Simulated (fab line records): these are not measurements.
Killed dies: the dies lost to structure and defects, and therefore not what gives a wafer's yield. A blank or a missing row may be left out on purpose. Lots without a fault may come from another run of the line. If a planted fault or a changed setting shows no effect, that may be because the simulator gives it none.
The same fault as seen by 2 desks + flow n5_finfet + each desk holds nothing but its own numbers, with what lay behind them at the end

## METROLOGY DESK
What the gauges read for every lot (on any tool): the sampled wafers with a number, averaged. The brackets show how far a lot's mean lies from the usual mean; more than 4 standard deviations puts the lot out of limits, marked OUT. Readings shown: 7 of its 10, picked as those furthest out on some lot.
Columns: A = DIBL_P at N5_BEOL_M4_RC_MEAS_101, usual 36.2 mV/V; B = IOFF_N at N5_BEOL_M4_RC_MEAS_101, usual 0.16 nA/um; C = IOFF_P at N5_BEOL_M4_RC_MEAS_101, usual 0.22 nA/um; D = ION_P at N5_BEOL_M4_RC_MEAS_101, usual 465 uA/um; E = SS_N at N5_BEOL_M4_RC_MEAS_101, usual 71.4 mV/dec; F = SS_P at N5_BEOL_M4_RC_MEAS_101, usual 73.2 mV/dec; G = VT_P at N5_BEOL_M4_RC_MEAS_101, usual -250 mV
| lot  | first seen here | A    | B    | C    | D   | E    | F    | G    |
|------|-----------------|------|------|------|-----|------|------|------|
| L861 | day 8 14:21     | 34.6 | 0.14 | 0.17 | 452 | 71.1 | 72.4 | -252 |
| L865 | day 9 11:10     | 37.9 | 0.16 | 0.21 | 459 | 71.2 | 73.7 | -253 |
| L866 | day 9 22:11     | 34.4 | 0.15 | 0.22 | 464 | 71.4 | 73.0 | -248 |
| L864 | day 9 22:53     | 36.0 | 0.14 | 0.19 | 457 | 71.9 | 73.6 | -256 |
| L869 | day 10 22:18    | 36.9 | 0.16 | 0.21 | 463 | 71.8 | 73.2 | -252 |
| L870 | day 11 02:14    | 35.7 | 0.16 | 0.21 | 459 | 72.1 | 73.4 | -250 |
| L871 | day 11 03:49    | 35.0 | 0.15 | 0.20 | 463 | 71.4 | 73.7 | -249 |
| L880 | day 13 15:16    | 33.9 | 0.16 | 0.21 | 459 | 71.4 | 72.7 | -251 |
| L882 | day 14 09:07    | 35.8 | 0.13 | 0.15 | 457 | 70.8 | 73.0 | -258 |
This desk found nothing out of limits on any of the 9 lots.

## FOR THE TOOL OWNER'S DESK: rie_diel-01
The tool's own readings at N5_BEOL_M0_SAQP_ETCH_49 (etches SiO2 in CF4/O2, target depth 37 nm): means of the sampled wafers that have a number, for each lot that ran on this tool. The brackets show how far a lot's mean lies from the usual mean; more than 4 standard deviations puts the lot out of limits, marked OUT.
Columns: A = drypump_motor_current_A at N5_BEOL_M0_SAQP_ETCH_49, usual 5.7 A; B = oes_product_au at N5_BEOL_M0_SAQP_ETCH_49, usual 0.75 a.u.; C = rf_vpp_V at N5_BEOL_M0_SAQP_ETCH_49, usual 241 V; D = showerhead_plenum_p_Torr at N5_BEOL_M0_SAQP_ETCH_49, usual 2.22 Torr; E = throttle_valve_pct at N5_BEOL_M0_SAQP_ETCH_49, usual 15.96 %
| lot  | first seen here | A   | B    | C   | D    | E     |
|------|-----------------|-----|------|-----|------|-------|
| L861 | day 6 07:43     | 6.1 | 0.72 | 245 | 2.19 | 15.91 |
| L869 | day 8 09:45     | 6.2 | 0.72 | 244 | 2.17 | 16.05 |
| L871 | day 9 00:04     | 6.0 | 0.77 | 242 | 2.24 | 16.02 |
| L880 | day 11 09:53    | 6.2 | 0.93 | 240 | 2.10 | 16.27 |
This desk found nothing out of limits on any of the 4 lots.

## ALL TOGETHER
The metrology desk saw nothing out of limits.
The tool owner's desk saw nothing out of limits.

## WHAT THE SIMULATOR HAD INSERTED
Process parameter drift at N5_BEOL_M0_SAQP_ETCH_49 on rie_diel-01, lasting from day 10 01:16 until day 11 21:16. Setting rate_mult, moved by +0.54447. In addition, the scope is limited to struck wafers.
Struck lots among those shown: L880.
